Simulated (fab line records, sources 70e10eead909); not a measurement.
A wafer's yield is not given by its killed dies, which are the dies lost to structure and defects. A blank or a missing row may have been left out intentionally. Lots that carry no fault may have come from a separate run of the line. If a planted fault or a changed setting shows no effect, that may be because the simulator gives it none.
fab line records | flow nandHarc
[record] lots = 7 wafers = 20 lastDay = 34
route steps=1302 shown A_DECK1_JOINT@544 A_ONON_D2@545 END@1302
lots that met no fault: from a run of the same line without faults
startH: the number of hours between the record's first day and the start of the first shown wafer of the lot | waitH: hours since the lot's step before | " as in the row above | L1.1+2: one row covering several wafers at once | - no value, or no start was given | * or withheld: withheld | < > ~ a bound
route shown NAME@n: NAME is a module with steps in the file, n the number in the route of the first one | usual: average and standard deviation across the fault-free wafers | same: alike in all rows | chamber/n: place in a boat | sites: per-site readings | _std_site: the standard deviation of these | _edge_site: inner sites' mean taken away from outer sites' mean | radiusMm: how far each site lies from the wafer's centre | mask NAME#n: copy n | behind: tool/chamber where the wafer was last shaped | hold: why the lot was held/for how many hours/how that ended | device: names the non-switching transistor (n, p or np) | end of line: at the end of the route, the tests of the same wafers | step lacking rows: just its recipe | killed: not the wafer's yield, but the dies lost to structure and defects at the first sort | map: per-die view of a wafer (x killed, . not killed, _ where there is no die)
set.NAME: setting as actually run; set.NAME@STEP: the setting as run at that earlier step | model.NAME: the simulator's own value behind a step, which no gauge read
a table for each step, a row for each wafer; lots at some steps of the route
services: a tool's chamber out of use, with start hour (startH, from the record's first day; less than 0 if before it), hours out, and reason
[[steps]]
[step NHARC_A_DECK1_JOINT_INSPECT_05]
[usual] rawDefectCount = 319/150
// columns lot.wafer tool chamber startH waitH rawDefectCount
L620.1 defectInspect-02 - 291.65 0.0 282
L620.3 " - " " 178
L620.4 " - " " 231
L628.1 defectInspect-01 - 357.10 0.0 276
L628.3 " - " " 197
L628.6 " - " " 200
L629.3 defectInspect-02 - 374.94 0.0 275
L629.5 " - " " 207
L629.6 " - " " 171
L636.2 defectInspect-02 - 443.49 0.0 258
L636.4 " - " " 260
L636.6 " - " " 281
L638.1 defectInspect-02 - 457.62 0.0 341
L638.4 " - " " 278
L638.6 " - " " 313
L640.3 defectInspect-02 - 475.87 0.0 233
L640.6 " - " " 171
L641.1 defectInspect-02 - 531.25 0.0 206
L641.4 " - " " 356
L641.5 " - " " 401
[step NHARC_A_ONON_D2_DEP_00]
[recipe] targetThkA = 10000 n2FlowSccm = 2750 n2oFlowSccm = 2000 nh3FlowSccm = 500 sih4FlowSccm = 210 tempC = 400
[step NHARC_A_ONON_D2_THK_MEAS_02]
[recipe] thkMeasGauge = ellipsometry
[usual] thkNm = 1001/12
// columns lot.wafer tool chamber startH waitH thkNm
L620.1 filmMetro-01 - 292.22 - 991
L620.3 " - " " 994
L620.4 " - " " 994
L628.1 filmMetro-01 - 357.68 - 988
L628.3 " - " " 989
L628.6 " - " " 990
L629.3 filmMetro-01 - 375.52 - 990
L629.5 " - " " 988
L629.6 " - " " 990
L636.2 filmMetro-02 - 444.07 - 1016
L636.4 " - " " 1016
L636.6 " - " " 1016
L638.1 filmMetro-02 - 458.20 - 1005
L638.4 " - " " 1005
L638.6 " - " " 1007
L640.3 filmMetro-01 - 476.45 - 997
L640.6 " - " " 997
L641.1 filmMetro-02 - 531.83 - 1018
L641.4 " - " " 1018
L641.5 " - " " 1020
[step NHARC_A_ONON_D2_DEP_03]
[recipe] targetThkA = 10000 n2FlowSccm = 2750 n2oFlowSccm = 2000 nh3FlowSccm = 500 sih4FlowSccm = 210 tempC = 400
[step NHARC_A_ONON_D2_THK_MEAS_05]
[recipe] thkMeasGauge = ellipsometry
[usual] thkNm = 1000/10
// columns lot.wafer tool chamber startH waitH thkNm
L620.1 filmMetro-02 - 292.82 - 998
L620.3 " - " " 999
L620.4 " - " " 997
L628.1 filmMetro-01 - 358.24 - 998
L628.3 " - " " 997
L628.6 " - " " 997
L629.3 filmMetro-01 - 376.08 - 999
L629.5 " - " " 998
L629.6 " - " " 996
L636.2 filmMetro-01 - 444.63 - 1006
L636.4 " - " " 1006
L636.6 " - " " 1005
L638.1 filmMetro-02 - 458.76 - 1017
L638.4 " - " " 1019
L638.6 " - " " 1020
L640.3 filmMetro-02 - 477.03 - 989
L640.6 " - " " 989
L641.1 filmMetro-02 - 532.39 - 1010
L641.4 " - " " 1011
L641.5 " - " " 1011
[step NHARC_A_ONON_D2_DEP_06]
[recipe] targetThkA = 10000 n2FlowSccm = 2750 n2oFlowSccm = 2000 nh3FlowSccm = 500 sih4FlowSccm = 210 tempC = 400
[step NHARC_A_ONON_D2_THK_MEAS_08]
[recipe] thkMeasGauge = ellipsometry
[usual] thkNm = 1001/9.5
// columns lot.wafer tool chamber startH waitH thkNm
L620.1 filmMetro-02 - 293.38 - 1006
L620.3 " - " " 1006
L620.4 " - " " 1007
L628.1 filmMetro-01 - 358.81 - 1004
L628.3 " - " " 1002
L628.6 " - " " 1003
L629.3 filmMetro-01 - 376.65 - 1010
L629.5 " - " " 1011
L629.6 " - " " 1010
L636.2 filmMetro-01 - 445.20 - 993
L636.4 " - " " 992
L636.6 " - " " 994
L638.1 filmMetro-02 - 459.33 - 1006
L638.4 " - " " 1007
L638.6 " - " " 1005
L640.3 filmMetro-02 - 477.59 - 998
L640.6 " - " " 999
L641.1 filmMetro-01 - 532.96 - 1001
L641.4 " - " " 1002
L641.5 " - " " 1000
[step NHARC_A_ONON_D2_DEP_09]
[recipe] targetThkA = 10000 n2FlowSccm = 2750 n2oFlowSccm = 2000 nh3FlowSccm = 500 sih4FlowSccm = 210 tempC = 400
[step NHARC_A_ONON_D2_THK_MEAS_11]
[recipe] thkMeasGauge = ellipsometry
[usual] thkNm = 997/9.9
// columns lot.wafer tool chamber startH waitH thkNm
L620.1 filmMetro-01 - 293.95 - 1008
L620.3 " - " " 1007
L620.4 " - " " 1006
L628.1 filmMetro-01 - 359.38 - 993
L628.3 " - " " 991
L628.6 " - " " 991
L629.3 filmMetro-01 - 377.22 - 996
L629.5 " - " " 997
L629.6 " - " " 998
L636.2 filmMetro-02 - 445.77 - 996
L636.4 " - " " 996
L636.6 " - " " 995
L638.1 filmMetro-01 - 459.89 - 1002
L638.4 " - " " 1002
L638.6 " - " " 1002
L640.3 filmMetro-01 - 478.15 - 1002
L640.6 " - " " 1002
L641.1 filmMetro-02 - 533.52 - 986
L641.4 " - " " 986
L641.5 " - " " 987
[step NHARC_A_ONON_D2_DEP_12]
[recipe] targetThkA = 10000 n2FlowSccm = 2750 n2oFlowSccm = 2000 nh3FlowSccm = 500 sih4FlowSccm = 210 tempC = 400
[step NHARC_A_ONON_D2_THK_MEAS_14]
[recipe] thkMeasGauge = ellipsometry
[usual] thkNm = 997/12
// columns lot.wafer tool chamber startH waitH thkNm
L620.1 filmMetro-02 - 294.52 - 993
L620.3 " - " " 992
L620.4 " - " " 992
L628.1 filmMetro-01 - 359.95 - 999
L628.3 " - " " 998
L628.6 " - " " 998
L629.3 filmMetro-01 - 377.79 - 1007
L629.5 " - " " 1006
L629.6 " - " " 1006
L636.2 filmMetro-01 - 446.33 - 968
L636.4 " - " " 965
L636.6 " - " " 966
L638.1 filmMetro-02 - 460.46 - 998
L638.4 " - " " 997
L638.6 " - " " 996
L640.3 filmMetro-01 - 478.72 - 1008
L640.6 " - " " 1009
L641.1 filmMetro-01 - 534.09 - 990
L641.4 " - " " 990
L641.5 " - " " 990
[step NHARC_A_ONON_D2_ANNEAL_15]
[recipe] tempC = 750 timeS = 3600
[step NHARC_A_ONON_D2_DEP_16]
[recipe] targetThkA = 10000 n2FlowSccm = 2750 n2oFlowSccm = 2000 nh3FlowSccm = 500 sih4FlowSccm = 210 tempC = 400
// columns lot.wafer tool chamber startH waitH
L620.1+3+4 pecvdOnon-02 0 301.35 0.4
L628.1+3+6 pecvdOnon-04 0 366.77 0.4
L629.3+5+6 pecvdOnon-04 0 385.39 0.5
L636.2+4+6 pecvdOnon-04 0 457.48 0.4
L638.1+4+6 pecvdOnon-04 0 467.65 0.4
L640.3+6 pecvdOnon-04 0 486.64 0.5
L641.1+4+5 pecvdOnon-04 0 541.85 0.4
[step NHARC_A_ONON_D2_THK_MEAS_18]
[recipe] thkMeasGauge = ellipsometry
[usual] thkNm = 1000/11
// columns lot.wafer tool chamber startH waitH thkNm
L620.1 filmMetro-01 - 301.86 - 993
L620.3 " - " " 992
L620.4 " - " " 991
L628.1 filmMetro-02 - 367.28 - 977
L628.3 " - " " 977
L628.6 " - " " 977
L629.3 filmMetro-01 - 385.78 - 1002
L629.5 " - " " 1001
L629.6 " - " " 1000
L636.2 filmMetro-02 - 457.93 - 1016
L636.4 " - " " 564
L636.6 " - " " 564
L638.1 filmMetro-02 - 468.15 - 1003
L638.4 " - " " 552
L638.6 " - " " 553
L640.3 filmMetro-01 - 487.03 - 985
L640.6 " - " " 534
L641.1 filmMetro-01 - 542.36 - 988
L641.4 " - " " 991
L641.5 " - " " 989
[step NHARC_A_ONON_D2_DEP_19]
[recipe] targetThkA = 10000 n2FlowSccm = 2750 n2oFlowSccm = 2000 nh3FlowSccm = 500 sih4FlowSccm = 210 tempC = 400
[step NHARC_END_SORT_01]
[recipe] tempC = 25
[usual] killedAtArray = 58/15 killedAtOther = 0.8/1.2 killedAtPeriphery = 3.5/2.5 killedDies = 62/15 killedOpen = 3.2/1.7 killedShort = 2.4/1.5
[same] grossDies = 677
// columns lot.wafer tool chamber startH waitH killedAtArray killedAtOther killedAtPeriphery killedDies killedOpen killedShort
L620.1 prober-02 0 566.00 2.5 59 0 1 60 2 1
L620.3 prober-02 0 567.58 3.1 50 0 2 52 0 1
L620.4 prober-02 0 568.37 3.4 60 0 1 61 4 2
L628.1 prober-01 0 638.96 2.5 59 0 8 67 3 5
L628.3 prober-01 0 640.57 3.1 57 0 11 68 1 2
L628.6 prober-01 0 642.98 4.0 50 2 7 59 2 2
L629.3 prober-01 0 656.64 3.1 28 0 7 35 2 1
L629.5 prober-01 0 658.24 3.7 35 0 5 40 3 1
L629.6 prober-01 0 659.04 4.0 37 1 8 46 5 3
L638.1 prober-02 0 733.34 2.5 62 1 6 69 4 3
L638.4 prober-02 0 735.68 3.3 674 0 3 677 4 3
L638.6 prober-02 0 737.24 3.9 676 0 1 677 3 3
L636.2 prober-01 0 734.22 2.8 68 0 4 72 7 3
L636.4 prober-01 0 735.84 3.4 674 1 2 677 2 1
L636.6 prober-01 0 737.46 4.0 676 0 1 677 5 1
// killed by level:class
L620.1 A_CHANNEL_HOLE_D2:chamberFilmFlake=33 A_STAIRCASE:chamberFilmFlake=11 A_CHANNEL_FILL_D1:chamberFilmFlake=4 A_CONTACT:chamberFilmFlake=4 A_WL_FILL:chamberFilmFlake=2 P_M2:geometricParticle:open=1 A_DECK1_JOINT:geometricParticle:short=1 A_DECK1_JOINT:geometricParticle:open=1
L620.3 A_CHANNEL_HOLE_D2:chamberFilmFlake=35 A_STAIRCASE:chamberFilmFlake=6 A_WL_FILL:chamberFilmFlake=3 A_CONTACT:chamberFilmFlake=3 A_ONON_D2:geometricParticle:short=1 P_STI:chamberFilmFlake=1 P_GATE:chamberFilmFlake=1 A_ZERO_WELL:chamberFilmFlake=1
L620.4 A_CHANNEL_HOLE_D2:chamberFilmFlake=44 A_CONTACT:chamberFilmFlake=4 A_STAIRCASE:chamberFilmFlake=3 A_CHANNEL_FILL_D1:chamberFilmFlake=2 P_M0:geometricParticle:open=1 A_CHANNEL_FILL_D1:geometricParticle:open=1 A_DECK1_JOINT:geometricParticle:open=1 A_CHANNEL_FILL_D2:geometricParticle:open=1
L628.1 A_SLIT:chamberFilmFlake=30 A_CHANNEL_HOLE_D2:chamberFilmFlake=9 P_M1:chamberFilmFlake=5 A_STAIRCASE:chamberFilmFlake=5 A_CONTACT:chamberFilmFlake=3 A_ONON_D1:geometricParticle:short=2 A_CHANNEL_FILL_D1:geometricParticle:short=2 P_GATE:chamberFilmFlake=2
L628.3 A_SLIT:chamberFilmFlake=29 A_CHANNEL_HOLE_D2:chamberFilmFlake=13 P_M1:chamberFilmFlake=6 A_STAIRCASE:chamberFilmFlake=4 P_GATE:chamberFilmFlake=3 A_CONTACT:chamberFilmFlake=3 A_CHANNEL_FILL_D2:geometricParticle:short=2 P_ZERO_WELL:chamberFilmFlake=2
L628.6 A_SLIT:chamberFilmFlake=23 A_CHANNEL_HOLE_D2:chamberFilmFlake=11 A_STAIRCASE:chamberFilmFlake=8 P_M1:chamberFilmFlake=4 P_GATE:chamberFilmFlake=2 THIN_TSV:chamberFilmFlake=2 A_CHANNEL_FILL_D1:chamberFilmFlake=1 A_CHANNEL_FILL_D1:geometricParticle:short=1
L629.3 A_CHANNEL_HOLE_D2:chamberFilmFlake=15 A_CHANNEL_HOLE_D1:chamberFilmFlake=4 P_GATE:chamberFilmFlake=3 P_STI:chamberFilmFlake=2 A_SLIT:chamberFilmFlake=2 A_CONTACT:chamberFilmFlake=2 P_M0:geometricParticle:open=1 A_CHANNEL_FILL_D1:geometricParticle:open=1
L629.5 A_CHANNEL_HOLE_D2:chamberFilmFlake=20 A_CHANNEL_HOLE_D1:chamberFilmFlake=7 P_M0:geometricParticle:open=2 A_CHANNEL_FILL_D1:geometricParticle:short=1 A_BLC:geometricParticle:open=1 A_DECK1_JOINT:chamberFilmFlake=1 P_STI:chamberFilmFlake=1 P_GATE:chamberFilmFlake=1
L629.6 A_CHANNEL_HOLE_D2:chamberFilmFlake=19 A_CHANNEL_HOLE_D1:chamberFilmFlake=9 P_GATE:chamberFilmFlake=3 P_M0:geometricParticle:open=2 P_M0:geometricParticle:short=2 A_CONTACT:chamberFilmFlake=2 P_CONTACT:geometricParticle:open=1 A_DECK1_JOINT:geometricParticle:open=1
L638.1 A_SLIT:chamberFilmFlake=21 A_CHANNEL_HOLE_D2:chamberFilmFlake=15 A_CHANNEL_HOLE_D1:chamberFilmFlake=11 A_CHANNEL_FILL_D2:chamberFilmFlake=5 A_STAIRCASE:chamberFilmFlake=3 A_CONTACT:chamberFilmFlake=3 A_WL_FILL:geometricParticle:short=2 P_GATE:chamberFilmFlake=2
L636.2 A_CHANNEL_HOLE_D1:chamberFilmFlake=29 A_CHANNEL_HOLE_D2:chamberFilmFlake=13 A_CONTACT:chamberFilmFlake=8 A_STAIRCASE:chamberFilmFlake=7 P_M0:geometricParticle:open=2 A_SLIT:chamberFilmFlake=2 A_CHANNEL_FILL_D1:geometricParticle:open=2 P_CONTACT:geometricParticle:open=1
L638.4 A_ONON_D2:areaDep=603 A_SLIT:chamberFilmFlake=31 A_CHANNEL_HOLE_D2:chamberFilmFlake=15 A_CHANNEL_HOLE_D1:chamberFilmFlake=9 A_CONTACT:chamberFilmFlake=6 A_CHANNEL_FILL_D2:chamberFilmFlake=3 A_ONON_D2:geometricParticle:short=2 P_CONTACT:geometricParticle:open=1
L636.4 A_ONON_D2:areaDep=596 A_CHANNEL_HOLE_D2:chamberFilmFlake=29 A_CHANNEL_HOLE_D1:chamberFilmFlake=28 A_SLIT:chamberFilmFlake=8 A_CONTACT:chamberFilmFlake=5 A_STAIRCASE:chamberFilmFlake=4 P_CONTACT:geometricParticle:open=1 A_M0:geometricParticle:open=1
L638.6 A_ONON_D2:areaDep=596 A_SLIT:chamberFilmFlake=27 A_CHANNEL_HOLE_D2:chamberFilmFlake=21 A_CONTACT:chamberFilmFlake=10 A_CHANNEL_HOLE_D1:chamberFilmFlake=8 A_STAIRCASE:chamberFilmFlake=4 A_ZERO_WELL:chamberFilmFlake=2 A_ONON_D1:geometricParticle:open=1
L636.6 A_ONON_D2:areaDep=606 A_CHANNEL_HOLE_D1:chamberFilmFlake=31 A_CHANNEL_HOLE_D2:chamberFilmFlake=25 A_WL_FILL:geometricParticle:open=2 A_STAIRCASE:chamberFilmFlake=2 A_SLIT:chamberFilmFlake=2 A_CONTACT:chamberFilmFlake=2 A_ONON_D1:geometricParticle:open=1
// map L636.4 (x killed, . not)
____________x____________
_________xxxxxxx_________
_______xxxxxxxxxxx_______
______xxxxxxxxxxxxx______
_____xxxxxxxxxxxxxxx_____
____xxxxxxxxxxxxxxxxx____
____xxxxxxxxxxxxxxxxx____
___xxxxxxxxxxxxxxxxxxx___
___xxxxxxxxxxxxxxxxxxx___
__xxxxxxxxxxxxxxxxxxxxx__
__xxxxxxxxxxxxxxxxxxxxx__
_xxxxxxxxxxxxxxxxxxxxxxx_
_xxxxxxxxxxxxxxxxxxxxxxx_
_xxxxxxxxxxxxxxxxxxxxxxx_
_xxxxxxxxxxxxxxxxxxxxxxx_
_xxxxxxxxxxxxxxxxxxxxxxx_
xxxxxxxxxxxxxxxxxxxxxxxxx
xxxxxxxxxxxxxxxxxxxxxxxxx
xxxxxxxxxxxxxxxxxxxxxxxxx
xxxxxxxxxxxxxxxxxxxxxxxxx
xxxxxxxxxxxxxxxxxxxxxxxxx
_xxxxxxxxxxxxxxxxxxxxxxx_
_xxxxxxxxxxxxxxxxxxxxxxx_
_xxxxxxxxxxxxxxxxxxxxxxx_
_xxxxxxxxxxxxxxxxxxxxxxx_
_xxxxxxxxxxxxxxxxxxxxxxx_
__xxxxxxxxxxxxxxxxxxxxx__
__xxxxxxxxxxxxxxxxxxxxx__
___xxxxxxxxxxxxxxxxxxx___
___xxxxxxxxxxxxxxxxxxx___
____xxxxxxxxxxxxxxxxx____
____xxxxxxxxxxxxxxxxx____
_____xxxxxxxxxxxxxxx_____
______xxxxxxxxxxxxx______
_______xxxxxxxxxxx_______
_________xxxxxxx_________
____________x____________
// map L638.4 (x killed, . not)
____________x____________
_________xxxxxxx_________
_______xxxxxxxxxxx_______
______xxxxxxxxxxxxx______
_____xxxxxxxxxxxxxxx_____
____xxxxxxxxxxxxxxxxx____
____xxxxxxxxxxxxxxxxx____
___xxxxxxxxxxxxxxxxxxx___
___xxxxxxxxxxxxxxxxxxx___
__xxxxxxxxxxxxxxxxxxxxx__
__xxxxxxxxxxxxxxxxxxxxx__
_xxxxxxxxxxxxxxxxxxxxxxx_
_xxxxxxxxxxxxxxxxxxxxxxx_
_xxxxxxxxxxxxxxxxxxxxxxx_
_xxxxxxxxxxxxxxxxxxxxxxx_
_xxxxxxxxxxxxxxxxxxxxxxx_
xxxxxxxxxxxxxxxxxxxxxxxxx
xxxxxxxxxxxxxxxxxxxxxxxxx
xxxxxxxxxxxxxxxxxxxxxxxxx
xxxxxxxxxxxxxxxxxxxxxxxxx
xxxxxxxxxxxxxxxxxxxxxxxxx
_xxxxxxxxxxxxxxxxxxxxxxx_
_xxxxxxxxxxxxxxxxxxxxxxx_
_xxxxxxxxxxxxxxxxxxxxxxx_
_xxxxxxxxxxxxxxxxxxxxxxx_
_xxxxxxxxxxxxxxxxxxxxxxx_
__xxxxxxxxxxxxxxxxxxxxx__
__xxxxxxxxxxxxxxxxxxxxx__
___xxxxxxxxxxxxxxxxxxx___
___xxxxxxxxxxxxxxxxxxx___
____xxxxxxxxxxxxxxxxx____
____xxxxxxxxxxxxxxxxx____
_____xxxxxxxxxxxxxxx_____
______xxxxxxxxxxxxx______
_______xxxxxxxxxxx_______
_________xxxxxxx_________
____________x____________
[[services]]
// columns tool chamber startH hours kind
pecvdOnon-04 - 311.33 13.0 pm
pecvdOnon-02 - 366.00 13.0 pm
pecvdOnon-04 - 492.33 13.0 pm
[[key]]
[firstSign] step = NHARC_A_ONON_D2_THK_MEAS_18 reading = thkNm direction = down sigmas = 40 usual = 1000 struck = 553
[effect] step = NHARC_END_SORT_01 reading = killedDies direction = up sigmas = 42 usual = 62 struck = 677
[moreKillsBornAt] NHARC_A_ONON_D2_DEP_16@pecvdOnon-04 = 2401
metAt NHARC_A_ONON_D2_DEP_16
struckWafers L636.4,L636.6,L638.4,L638.6,L640.6
laterRowsLeftOut L636.4,L636.6,L638.4,L638.6,L640.6
sortLeftOut L640.6
testerLeftOut L636,L638,L640
onsetBetween 385.39 457.48
[fault] kind = processParameterDrift tool = pecvdOnon-04 chamber = - onsetH = 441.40 steps = NHARC_A_ONON_D2_DEP_16 channel = targetThkA offset = * shape = step endH = 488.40 scope = struckWafersOnly actsIn = * stated = *
// testerLeftOut: of these lots the tester's yield and bins aren't shown, on N5 and GAA mostly nor the transistor test; their killed dies are dies lost to structure and defects alone, not to doping, threshold or leakage, so they don't give the yield
// sortLeftOut: the simulated sort isn't trusted on such a fault, so these wafers' sort isn't shown, and their yield isn't known
// laterRowsLeftOut: the simulator's readings of these wafers behind a module that went badly wrong aren't trusted and aren't shown, but for the sort
